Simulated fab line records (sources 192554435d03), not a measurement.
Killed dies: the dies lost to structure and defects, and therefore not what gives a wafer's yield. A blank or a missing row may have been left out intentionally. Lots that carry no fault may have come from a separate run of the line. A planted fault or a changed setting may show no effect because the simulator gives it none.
A struck lot beside a sound one	flow n5-finfet	15 steps out of a route of 1938
Sound: these wafers, L465.3, L465.4, L465.6. Struck: wafer L482.2 (left out: L482.3, a lot-mate that was not struck); the cause follows at the end.
For every step that has rows: the tool of each side, followed by ch and its chambers, followed by its first start. Under that, the readings that differ: sound wafers	struck wafers	difference of the means	sigmas: that difference in standard deviations of wafers without a fault.
alike: same words and numbers on both sides, and readings whose means sit less than 2 such deviations apart. not compared: any withheld reading, any reading some wafer has no value for, any bound like >300 that may hide the same value, and any number with overlapping values for which the record gives no deviation.
Wherever a step has rows on one side only, a row that says differs or no value, or a row with sigmas, the two part there. Numbers that don't overlap but have no deviation are shown without sigmas and don't part them. A reading missing from all wafers of one side parts the sides only when that side holds two or more wafers.

N5_BEOL_M0_SPUTTER_116: material Cu, target thk 4 nm, time 7.37 s.
  sound: pvd-sputter-01 at day 6 11:25; struck: pvd-sputter-01 at day 10 14:46
  alike: throttle-valve-pct
N5_BEOL_M0_ANNEAL_117: time 60 s.
  sound: pvd-sputter-01 at day 6 11:30; struck: pvd-sputter-01 at day 10 14:51
  alike: heater-power-w
then, 2 steps without rows for these wafers: N5_BEOL_M0_SPUTTER_132 (material Cu, target thk 4 nm, time 7.37 s); N5_BEOL_M0_ANNEAL_133 (time 60 s).
N5_BEOL_M0_SPUTTER_134: material Cu, target thk 4 nm, time 7.37 s.
  sound: pvd-sputter-01 at day 6 11:40; struck: pvd-sputter-01 at day 10 15:01
  alike: throttle-valve-pct
N5_BEOL_M0_ANNEAL_135: time 60 s.
  sound: pvd-sputter-01 at day 6 11:44; struck: pvd-sputter-01 at day 10 15:05
  alike: heater-power-w
then, 3 steps without rows for these wafers: N5_BEOL_M0_SPUTTER_141 (material Cu, target thk 4 nm, time 7.37 s); N5_BEOL_M0_ECD_118 (material Cu, target thk 300 nm); N5_BEOL_M0_ANNEAL_119 (time 90 s).
N5_BEOL_M0_CMP_120: polishes, stops on SiOC, t overpolish 6.9 s.
  sound on cmp-02 ch 1,2,3, day 6 12:16; struck on cmp-02 ch 3, day 10 15:40
reading	sound	struck	difference	sigmas
slurry-flow-ml-min	150.7 151.6 150.5	148.9	-2.0	-4
time-to-endpoint-s (s)	63 63 61	56	-6	-2
  alike: barrier-field-endpoint-s, motor-current-A, overpolish-run-s
then, 1 step without rows for these wafers: N5_BEOL_M0_PRE_CLEAN_131 (time 15 s).
N5_BEOL_M0_CO_CAP_123: material Co, precursor CCTBA/H2, target thk 2 nm, time 102.1 s.
  sound on cvd-co-01 ch 2, day 6 12:47; struck on cvd-co-01 ch 1, day 10 16:08
reading	sound	struck	difference	sigmas
run-length-s (s)	124.3 124.3 124.6	100.0	-24.4	-48
model.Co_of_BEOL_M0_CO_CAP_123.thk-nm (nm)	2 2.2 2	1.4	-0.7	
  alike: heater-power-w
then, 1 step without rows for these wafers: N5_BEOL_M0_PRE_CLEAN_124 (time 15 s).
-- a jump in the record: the struck wafers' starts before and after are 3 days apart (it breaks off in module BEOL_M0 and resumes in module BEOL_M4, where the first step shown is number 1111 of the route) --
N5_BEOL_M4_RC_MEAS_101:
  sound on prober-02 ch 0, day 9 04:18; struck on prober-02 ch 0, day 13 12:53
reading	sound	struck	difference	sigmas
VT_N (mV)	252 257 252	244	-10	-3
  alike: DIBL_N, DIBL_P, IOFF_N, IOFF_P, ION_N, ION_P, SS_N, SS_P, VT_P
-- record jumps: 4 days separate the struck wafers' starts on either side; left off in module BEOL_M4, taken up again in module PASSIVATION, whose first shown step is the route's number 1936 --
N5_PASSIVATION_PROBE_49:
  sound: prober-02 at day 13 14:02; struck: prober-02 at day 17 12:14
reading	sound	struck	difference	sigmas
killed_at_M0_to_M3	25 16 18	39	+19	+2
killed-at-other	8 5 4	15	+9	+3
  alike: defect-limited-yield, killed_at_M4_up, killed-at-contacts, killed-at-front-end, killed-dies, killed-open, killed-short, sort_bin_5_function, sort_bin_6_memory, sort-n-pass, sort-yield-pct

WHERE THEY PART
Last at N5_PASSIVATION_PROBE_49 as far as this record goes, first at N5_BEOL_M0_CMP_120.

WHY: the cause the simulator had injected
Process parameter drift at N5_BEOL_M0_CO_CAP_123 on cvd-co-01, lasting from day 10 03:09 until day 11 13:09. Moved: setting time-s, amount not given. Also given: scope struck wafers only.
